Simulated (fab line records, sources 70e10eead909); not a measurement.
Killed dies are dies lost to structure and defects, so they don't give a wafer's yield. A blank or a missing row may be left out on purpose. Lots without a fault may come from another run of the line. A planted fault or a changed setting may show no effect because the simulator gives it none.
fab line records | flow nand_harc
record lots=6 wafers=18 last_day=31
route steps=1302 shown P_M0@273 P_M1@285 END@1302
lots that met no fault: from a run of the same line without faults
start_h: hours from the record's first day to the start of the lot's first wafer shown | wait_h: hours since the lot's step before | " the same as in the row above | L1.1+2: a row that stands for several wafers | - no value, or no start given | * or withheld: withheld | < > ~ a bound
route shown NAME@n: a module of which the file shows steps, and the number in the route of the first | usual: mean/standard deviation of fault-free wafers | same: alike in all rows | chamber/n: place in a boat | sites: the reading at each site | _std_site: their standard deviation | _edge_site: outer sites' mean less inner sites' | radius_mm: how far each site lies from the wafer's centre | mask NAME#n: copy n | behind: the tool/chamber that last shaped the wafer | hold: why the lot was held/for how many hours/how that ended | device: the transistor (n, p or np) that didn't switch | end of line: the same wafers' tests at the end of the route | a step without rows: its recipe alone | killed: dies lost to structure and defects at the first sort, not the wafer's yield | map: a wafer's dies, x killed, . not, _ none there
set.NAME: the setting as run; set.NAME@STEP: as run at that earlier step | model.NAME: the simulator's own value behind a step, which no gauge read
lots at some steps of the route; a table a step, a row a wafer
services: from which hour (start_h, from the record's first day; less than 0 if before it) a tool's chamber was out of use, for how many hours, and why
## steps
# step NHARC_P_M0_PRE_CLEAN_29
# recipe time_s=30 temp_c=280 gas=H2/He
# step NHARC_P_M0_PVD_20
# recipe target_thk_a=50 bias_v=168.6 power_w=15000 chamber_pressure_pa=0.12 time_s=8.06 substrate_temp_c=50 material=TaN
# step NHARC_P_M0_PVD_21
# recipe target_thk_a=300 chamber_pressure_pa=5 power_w=5000 substrate_temp_c=30 time_s=20.49 material=Cu
# usual throttle_valve_pct=29.2/1.1
# columns lot.wafer tool chamber start_h wait_h throttle_valve_pct
L297.1 pvd_sputter-01 - - - 27.7
L297.2 " - " " 29.8
L297.5 " - " " 27.6
L298.3 pvd_sputter-02 - - - 29.9
L298.4 " - " " 28.9
L298.5 " - " " 29.7
L308.2 pvd_sputter-03 - - - 30.5
L308.1 " - " " 28.8
L308.6 " - " " 30.2
L310.4 pvd_sputter-01 - - - 29.3
L310.1 " - " " 30.4
L310.2 " - " " 27.2
L312.1 pvd_sputter-01 - - - 27.0
L312.4 " - " " 29.2
L312.5 " - " " 28.9
L313.3 pvd_sputter-03 - - - 30.2
L313.4 " - " " 31.0
L313.1 " - " " 29.7
# step NHARC_P_M0_ECD_22
# recipe target_thk_a=4000 bath_temp_c=25 material=Cu
# step NHARC_P_M0_ANNEAL_30
# recipe temp_c=225 time_s=90
# usual anneal_temp_c_max=225.86/0.24 wafer_temp_C_max=225.9/0.33
# columns lot.wafer tool chamber start_h wait_h anneal_temp_c_max wafer_temp_C_max
L297.1 rtp_anneal-02 0 164.64 0.3 225.73 225.9
L297.2 " 0 " " 225.86 225.7
L297.5 " 0 " " 225.64 225.7
L298.3 rtp_anneal-01 0 177.77 - 226.30 225.9
L298.4 " 0 " " 225.82 226.0
L298.5 " 0 " " 225.85 226.3
L308.1 rtp_anneal-02 0 270.90 - 225.64 225.9
L308.2 " 0 " " 225.90 226.0
L308.6 " 0 " " 225.67 225.6
L310.1 rtp_anneal-02 0 287.30 - 225.79 226.0
L310.2 " 0 " " 225.54 225.8
L310.4 " 0 " " 225.44 225.9
L312.1 rtp_anneal-01 0 313.27 - 226.10 226.3
L312.4 " 0 " " 225.68 226.0
L312.5 " 0 " " 225.91 226.3
L313.1 rtp_anneal-02 0 322.78 0.3 225.82 225.7
L313.3 " 0 " " 225.42 225.8
L313.4 " 0 " " 225.75 226.1
# step NHARC_P_M0_CMP_23
# recipe t_overpolish_s=20 target_thk_nm=117.54
# step NHARC_P_M0_THK_MEAS_24
# recipe thk_meas_gauge=xrf
# usual thk_nm=117.4/1.6
# columns lot.wafer tool chamber start_h wait_h thk_nm
L297.1 film_metro-01 - 165.31 - 116.4
L297.2 " - " " 116.1
L297.5 " - " " 120.1
L298.3 film_metro-01 - 178.33 - 118.9
L298.4 " - " " 117.7
L298.5 " - " " 114.4
L308.1 film_metro-01 - 271.56 - 117.2
L308.2 " - " " 119.0
L308.6 " - " " 116.5
L310.1 film_metro-01 - 287.96 - 118.3
L310.2 " - " " 117.3
L310.4 " - " " 115.5
L312.1 film_metro-01 - 313.92 - 118.0
L312.4 " - " " 119.2
L312.5 " - " " 117.6
L313.1 film_metro-01 - 323.44 - 117.5
L313.3 " - " " 115.3
L313.4 " - " " 116.7
# step NHARC_P_M0_SRD_25
# step NHARC_P_M0_INSPECT_27
# usual raw_defect_count=282/120
# columns lot.wafer tool chamber start_h wait_h raw_defect_count
L297.1 defect_inspect-01 - 165.47 0.0 228
L297.2 " - " " 394
L297.5 " - " " 357
L298.3 defect_inspect-01 - 178.48 0.0 271
L298.4 " - " " 344
L298.5 " - " " 329
L308.1 defect_inspect-01 - 271.71 0.0 188
L308.2 " - " " 96
L308.6 " - " " 315
L310.1 defect_inspect-01 - 288.12 0.0 312
L310.2 " - " " 408
L310.4 " - " " 321
L312.1 defect_inspect-02 - 314.10 0.0 212
L312.4 " - " " 325
L312.5 " - " " 329
L313.1 defect_inspect-02 - 323.60 0.0 206
L313.3 " - " " 237
L313.4 " - " " 382
# step NHARC_P_M0_PRE_CLEAN_31
# recipe time_s=12 temp_c=370 rf_power_w=300 gas=NH3
# usual heater_power_w=644/72
# columns lot.wafer tool chamber start_h wait_h heater_power_w
L297.2 pecvd-01 1 165.55 0.1 675
L297.1 " 2 " " 643
L297.5 " 2 " " 668
L298.3 pecvd-03 2 178.55 0.1 669
L298.5 " 2 " " 682
L298.4 " 0 " " 639
L308.1 pecvd-03 2 271.78 0.1 669
L308.2 " 1 " " 575
L308.6 " 2 " " 657
L310.1 pecvd-01 0 288.19 0.1 612
L310.2 " 2 " " 705
L310.4 " 0 " " 598
L312.1 pecvd-03 2 314.16 0.1 646
L312.5 " 0 " " 640
L312.4 " 1 " " 547
L313.1 pecvd-02 1 323.74 0.1 781
L313.3 " 0 " " 596
L313.4 " 1 " " 833
# step NHARC_P_M0_DEP_32
# recipe target_thk_a=300 temp_c=370 target_thk_nm=30 pressure_torr=3 flow_sccm=200 rf_w=450 material=SiCN
# usual heater_power_w=590/77 showerhead_vpp_V=1304/71
# columns lot.wafer tool chamber start_h wait_h heater_power_w showerhead_vpp_V
L297.2 pecvd-01 1 165.66 0.1 593 1207
L297.1 " 2 " " 565 1254
L297.5 " 2 " " 587 1250
L298.3 pecvd-03 2 178.63 0.1 731 1330
L298.5 " 2 " " 705 1334
L298.4 " 0 " " 551 1247
L308.1 pecvd-03 2 271.86 0.1 709 1333
L308.2 " 1 " " 451 1376
L308.6 " 2 " " 687 1333
L310.1 pecvd-01 0 288.27 0.1 580 1286
L310.2 " 2 " " 617 1235
L310.4 " 0 " " 579 1259
L312.1 pecvd-03 2 314.24 0.1 668 1343
L312.5 " 0 " " 554 1285
L312.4 " 1 " " 477 1387
L313.1 pecvd-02 1 323.90 0.1 676 1428
L313.3 " 0 " " 513 1335
L313.4 " 1 " " 673 1444
# step NHARC_P_M1_DEP_00
# recipe target_thk_a=1825 target_thk_nm=182.5 temp_c=withheld pressure_torr=5 flow_sccm=200 rf_w=600 material=SiOC
# usual showerhead_vpp_V=1510/81
# columns lot.wafer tool chamber start_h wait_h showerhead_vpp_V
L297.1 pecvd-01 2 166.01 - 1433
L297.2 " 1 " " 1345
L297.5 " 0 " " 1493
L298.3 pecvd-01 1 179.09 - 1382
L298.4 " 0 " " 1492
L298.5 " 2 " " 1433
L308.2 pecvd-01 0 272.28 - 1445
L308.1 " 2 " " 1425
L308.6 " 1 " " 1383
L310.1 pecvd-03 1 288.73 - 1607
L310.2 " 2 " " 1549
L310.4 " 2 " " 1545
L312.1 pecvd-02 1 314.66 - 1621
L312.4 " 1 " " 1641
L312.5 " 0 " " 1567
L313.1 pecvd-03 1 324.38 0.4 1627
L313.3 " 2 " " 1544
L313.4 " 1 " " 1596
# step NHARC_P_M1_DEHYDRATE_01
# recipe temp_c=150 time_s=120
# step NHARC_P_M1_HMDS_02
# recipe time_s=30
# step NHARC_P_M1_COAT_34
# recipe temp_c=200 time_s=65
# step NHARC_P_M1_COAT_03
# recipe spin_rpm=1500 resist_thk_nm=90
# step NHARC_P_M1_SOFTBAKE_04
# recipe temp_c=105 time_s=55
# step NHARC_P_M1_EBR_05
# step NHARC_P_M1_EXPOSE_06
# recipe na=1.35 target_cd_nm=130 dose_mj=81.88 mask_id=P_M1
# step NHARC_P_M1_PEB_07
# recipe peb_temp_c=100 peb_time_s=65
# step NHARC_P_M1_DEVELOP_08
# recipe develop_time_s=35 dev_temp_c=23
# step NHARC_P_M1_CD_MEAS_09
# recipe target_cd_nm=130 landing_energy_ev=500
# usual cd_nm=129.6/0.68
# columns lot.wafer tool chamber start_h wait_h cd_nm
L297.1 cd_sem-02 0 166.84 - 130.1
L297.2 " 0 " " 129.9
L297.5 " 0 " " 130.4
L298.3 cd_sem-01 0 179.89 - 129.0
L298.4 " 0 " " 129.0
L298.5 " 0 " " 128.4
L308.1 cd_sem-01 0 273.11 - 128.5
L308.2 " 0 " " 130.6
L308.6 " 0 " " 129.2
L310.1 cd_sem-02 0 289.51 - 129.5
L310.2 " 0 " " 129.9
L310.4 " 0 " " 130.7
L312.1 cd_sem-03 0 315.62 - 129.2
L312.4 " 0 " " 128.6
L312.5 " 0 " " 129.8
L313.1 cd_sem-01 0 325.21 - 128.8
L313.3 " 0 " " 128.9
L313.4 " 0 " " 128.7
# step NHARC_P_M1_OVL_MEAS_10
# recipe pitch_nm=260
# usual overlay_x_nm=-0.2/0.78 overlay_y_nm=0.0/0.74
# columns lot.wafer tool chamber start_h wait_h overlay_x_nm overlay_y_nm
L297.1 overlay-01 - 166.93 - 0.7 -0.8
L297.2 " - " " 0.6 0.0
L297.5 " - " " 0.8 -0.1
L298.3 overlay-01 - 179.97 - 0.2 -0.7
L298.4 " - " " 0.6 -1.3
L298.5 " - " " 1.0 -0.1
L308.1 overlay-01 - 273.19 - 0.3 0.0
L308.2 " - " " 0.0 0.0
L308.6 " - " " -0.1 0.3
L310.1 overlay-01 - 289.60 - -1.5 -0.4
L310.2 " - " " -1.1 -0.9
L310.4 " - " " -1.7 -0.6
L312.1 overlay-02 - 315.71 - -0.7 0.6
L312.4 " - " " -0.5 1.0
L312.5 " - " " -0.3 0.8
L313.1 overlay-02 - 325.30 - 0.4 -0.1
L313.3 " - " " 0.3 -0.1
L313.4 " - " " 0.0 0.1
# step NHARC_P_M1_INSPECT_11
# usual raw_defect_count=5/3
# columns lot.wafer tool chamber start_h wait_h raw_defect_count
L297.1 defect_inspect-01 - 166.96 0.0 7
L297.2 " - " " 4
L297.5 " - " " 15
L298.3 defect_inspect-01 - 180.01 0.0 5
L298.4 " - " " 15
L298.5 " - " " 7
L308.1 defect_inspect-01 - 273.23 0.0 6
L308.2 " - " " 6
L308.6 " - " " 0
L310.1 defect_inspect-02 - 289.64 0.0 5
L310.2 " - " " 4
L310.4 " - " " 3
L312.1 defect_inspect-01 - 315.75 0.0 12
L312.4 " - " " 10
L312.5 " - " " 4
L313.1 defect_inspect-02 - 325.34 0.0 5
L313.3 " - " " 9
L313.4 " - " " 5
# step NHARC_P_M1_DESCUM_14
# recipe time_s=3 o2_flow_sccm=200 ar_flow_sccm=0 bias_power_w=0 chemistry=O2
# usual drypump_motor_current_A=5.93/0.29 oes_product_au=0.999/0.0097 rf_vpp_V=57.8/0.88 showerhead_plenum_p_Torr=1.93/0.083 throttle_valve_pct=11.311/0.0086
# columns lot.wafer tool chamber start_h wait_h drypump_motor_current_A oes_product_au rf_hours_counter_h rf_vpp_V showerhead_plenum_p_Torr throttle_valve_pct
L297.1 rie_diel-11 0 167.03 0.1 6.43 0.990 8 58.2 2.00 11.296
L297.2 " 2 " " 5.54 0.998 7 59.0 1.94 11.309
L297.5 " 0 " " 6.46 0.994 - 57.5 2.00 11.313
L298.3 rie_diel-11 1 180.09 0.1 6.17 1.005 9 58.4 1.77 11.322
L298.4 " 2 " " 5.53 1.010 8 58.4 1.94 11.305
L298.5 " 0 " " 6.44 1.000 - 59.5 2.00 11.307
L308.1 rie_diel-11 0 273.29 0.1 6.50 0.995 0 57.1 2.00 11.313
L308.2 " 1 " " 6.14 1.002 0 58.2 1.77 11.313
L308.6 " 1 " " 6.17 0.994 - 57.0 1.77 11.317
L310.1 rie_diel-09 1 289.70 0.1 5.87 0.996 8 56.9 1.96 11.313
L310.2 " 2 " " 5.82 1.006 12 57.2 1.96 11.310
L310.4 " 0 " " 5.96 0.995 13 58.6 2.06 11.315
L312.1 rie_diel-09 0 315.82 0.1 5.98 0.993 14 58.6 2.06 11.306
L312.4 " 2 " " 5.81 1.014 15 58.4 1.96 11.308
L312.5 " 0 " " 5.97 0.990 - 57.9 2.06 11.318
L313.4 rie_diel-02 3 325.40 0.1 5.26 0.987 31 57.3 2.05 11.311
L313.3 " 0 " " 5.62 1.012 29 55.2 1.81 11.316
L313.1 " 2 " " 5.97 1.018 28 57.3 1.83 11.316
# step NHARC_END_SORT_01
# recipe temp_c=25
# usual defect_limited_yield=90.7/2.7 killed_at_array=58/19 killed_at_other=1.1/1.2 killed_at_periphery=3.8/2.4 killed_dies=63/18 killed_open=3.3/1.8 killed_short=2.2/1.6
# same gross_dies=677
# columns lot.wafer tool chamber start_h wait_h defect_limited_yield[%] killed_at_array killed_at_other killed_at_periphery killed_dies killed_open killed_short
L297.5 prober-02 0 594.23 3.7 88.6 63 0 14 77 1 1
L298.3 prober-02 0 612.26 3.1 86.9 82 3 4 89 3 1
L298.4 prober-02 0 613.06 3.4 84.5 88 3 14 105 2 4
L298.5 prober-02 0 613.87 3.7 83.5 102 6 4 112 4 5
L313.1 prober-02 0 748.04 2.5 91.9 49 2 4 55 1 1
L313.3 prober-02 0 749.64 3.1 87.7 78 0 5 83 4 5
L313.4 prober-02 0 750.44 3.4 88.5 72 2 4 78 2 0
L312.1 prober-01 0 751.33 2.5 95.7 20 1 8 29 1 2
L312.4 prober-01 0 753.72 3.4 93.5 31 3 10 44 2 2
L312.5 prober-01 0 754.51 3.7 93.9 34 0 7 41 9 2
# killed by level:class
L297.5 A_CHANNEL_HOLE_D1:chamber_film_flake=24 A_SLIT:chamber_film_flake=20 A_CHANNEL_HOLE_D2:chamber_film_flake=10 P_M1:unspecified=9 A_STAIRCASE:chamber_film_flake=5 P_STI:chamber_film_flake=2 P_GATE:geometric_particle:short=1 A_CONTACT:geometric_particle:open=1
L298.3 A_CHANNEL_HOLE_D1:chamber_film_flake=28 A_CHANNEL_HOLE_D2:chamber_film_flake=26 A_SLIT:chamber_film_flake=21 P_M0:geometric_particle:open=2 A_DECK1_JOINT:chamber_film_flake=2 A_STAIRCASE:chamber_film_flake=2 A_CONTACT:chamber_film_flake=2 THIN_TSV:chamber_film_flake=2
L298.4 A_SLIT:chamber_film_flake=28 A_CHANNEL_HOLE_D2:chamber_film_flake=26 A_CHANNEL_HOLE_D1:chamber_film_flake=25 P_M1:unspecified=13 A_SGD_CUT:geometric_particle:short=2 A_STAIRCASE:chamber_film_flake=2 THIN_TSV:chamber_film_flake=2 A_ONON_D1:geometric_particle:short=1
L298.5 A_CHANNEL_HOLE_D1:chamber_film_flake=31 A_CHANNEL_HOLE_D2:chamber_film_flake=31 A_SLIT:chamber_film_flake=28 A_STAIRCASE:chamber_film_flake=5 THIN_TSV:chamber_film_flake=4 P_GATE:geometric_particle:short=2 P_GATE:geometric_particle:open=1 A_CHANNEL_FILL_D1:geometric_particle:short=1
L313.1 A_SLIT:chamber_film_flake=33 A_CHANNEL_HOLE_D1:chamber_film_flake=7 P_STI:chamber_film_flake=3 A_WL_FILL:chamber_film_flake=3 A_CONTACT:chamber_film_flake=3 THIN_TSV:chamber_film_flake=2 P_M0:geometric_particle:open=1 A_CHANNEL_HOLE_D1:geometric_particle:short=1
L313.3 A_SLIT:chamber_film_flake=37 A_CHANNEL_HOLE_D1:chamber_film_flake=15 A_STAIRCASE:chamber_film_flake=7 A_CONTACT:chamber_film_flake=6 A_ONON_D2:geometric_particle:open=3 P_STI:chamber_film_flake=3 A_ONON_D1:geometric_particle:short=2 A_CHANNEL_FILL_D1:chamber_film_flake=2
L313.4 A_SLIT:chamber_film_flake=35 A_CHANNEL_HOLE_D1:chamber_film_flake=17 A_CONTACT:chamber_film_flake=6 A_STAIRCASE:chamber_film_flake=5 A_DECK1_JOINT:chamber_film_flake=3 A_CHANNEL_HOLE_D2:chamber_film_flake=2 HYBRID_BOND:latent=2 P_CONTACT:geometric_particle:open=1
L312.1 A_CHANNEL_HOLE_D1:chamber_film_flake=13 P_CONTACT:chamber_film_flake=7 A_SLIT:chamber_film_flake=3 P_ZERO_WELL:chamber_film_flake=1 A_ONON_D1:geometric_particle:short=1 A_WL_FILL:geometric_particle:short=1 A_M1:geometric_particle:open=1 A_CONTACT:chamber_film_flake=1
L312.4 A_CHANNEL_HOLE_D1:chamber_film_flake=14 A_STAIRCASE:chamber_film_flake=6 A_SLIT:chamber_film_flake=6 P_CONTACT:chamber_film_flake=5 P_GATE:chamber_film_flake=3 A_CONTACT:chamber_film_flake=2 THIN_TSV:chamber_film_flake=2 P_CONTACT:geometric_particle:open=1
L312.5 A_CHANNEL_HOLE_D1:chamber_film_flake=15 A_SLIT:chamber_film_flake=6 A_CONTACT:chamber_film_flake=3 P_M0:geometric_particle:open=2 A_DECK1_JOINT:geometric_particle:open=2 A_M1:geometric_particle:open=2 A_WL_FILL:chamber_film_flake=2 P_GATE:geometric_particle:open=1
# map L297.2 (x killed, . not)
____________.____________
_________......._________
_______x.........._______
______x.x..........______
_____....x.......x.x_____
____.x.xx.x..........____
____x.xxxx...........____
___..xxx..............___
___...xxxx............___
__....xx.x.............__
__..x.xx.x.............__
_.....x..xx............x_
_.....x.xx.............._
_....x.xxx.xx..........._
_......x..xx............_
_.......xxx.x..........._
.......xxxxxx............
........xxxxx............
........xxxx.............
......x...xx............x
........xx...............
_.......x..............._
_x.......xx............x_
_.....x................._
_......................._
_.....x................._
__...xx.x..x..x........__
__.....................__
___...................___
___..................x___
____.................____
____...x.............____
_____..............._____
______..........x..______
_______..........._______
_________......._________
____________.____________
# map L298.5 (x killed, . not)
____________.____________
_________......._________
_______..........._______
______.............______
_____.xx.x.........x_____
____x.xxx..........xx____
____..xxx.x........xx____
___...xxxxx.x......x.x___
___x.xxxxx....x..xxxxx___
__...xxxxx.......xxxxxx__
__..x...x..x.....xxxxxx__
_....x.xx..........xxxx._
_.....x..x..x.....x.xxx._
_.......x....x...x......_
_.......x.xx............_
_......xxxxxx..........._
......xxx.xx.............
.......x..xx.............
.........xxx.x...........
...........x....x........
..............x..........
_.........x.....x......._
_.....x................._
_............x.........._
_..........x...x........_
_..........x............_
__.....................__
__.x............x......__
___.................x.___
___...x.......x...x...___
____...x.............____
____.................____
_____..............._____
______.............______
_______.x........._______
_________......._________
____________.____________
## services
# columns tool chamber start_h hours kind
rie_diel-09 - 143.10 9.0 pm
pvd_sputter-01 - 144.54 1.9 repair
pecvd-03 1 158.90 13.6 repair
rie_diel-09 1 161.20 4.3 repair
pvd_sputter-03 - 170.00 10.0 pm
pecvd-03 - 177.07 1.3 repair
pecvd-01 1 181.38 3.8 repair
pvd_sputter-03 - 182.46 2.2 repair
pecvd-01 - 182.49 1.7 repair
pvd_sputter-02 - 183.48 7.7 repair
pecvd-03 - 185.00 13.0 pm
rie_diel-09 1 189.00 34.1 repair
rie_diel-02 0 191.14 11.7 repair
pvd_sputter-01 - 192.34 3.2 repair
rie_diel-09 3 209.28 3.9 repair
pvd_sputter-03 - 214.92 15.2 repair
pvd_sputter-01 - 226.00 10.0 pm
pecvd-02 - 227.33 13.0 pm
rie_diel-11 - 255.50 9.0 pm
pecvd-02 2 260.19 131.5 repair
rie_diel-11 - 280.21 37.0 repair
pecvd-01 - 311.08 13.0 pm
rie_diel-09 - 320.10 9.0 pm
pvd_sputter-01 - 321.62 2.4 repair
## key
first_sign step=NHARC_P_M1_INSPECT_11 reading=raw_defect_count direction=up sigmas=3.4 usual=5 struck=15
effect step=NHARC_END_SORT_01 reading=killed_at_periphery direction=up sigmas=4.2 usual=3.8 struck=14
met_at NHARC_P_M1_DEP_00
struck_wafers L297.5,L298.4
fault kind=chamber_particle_source tool=pecvd-01 chamber=0 onset_h=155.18 steps=NHARC_P_M1_DEP_00 rate_per_visit_cm2=0.016388 end_h=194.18
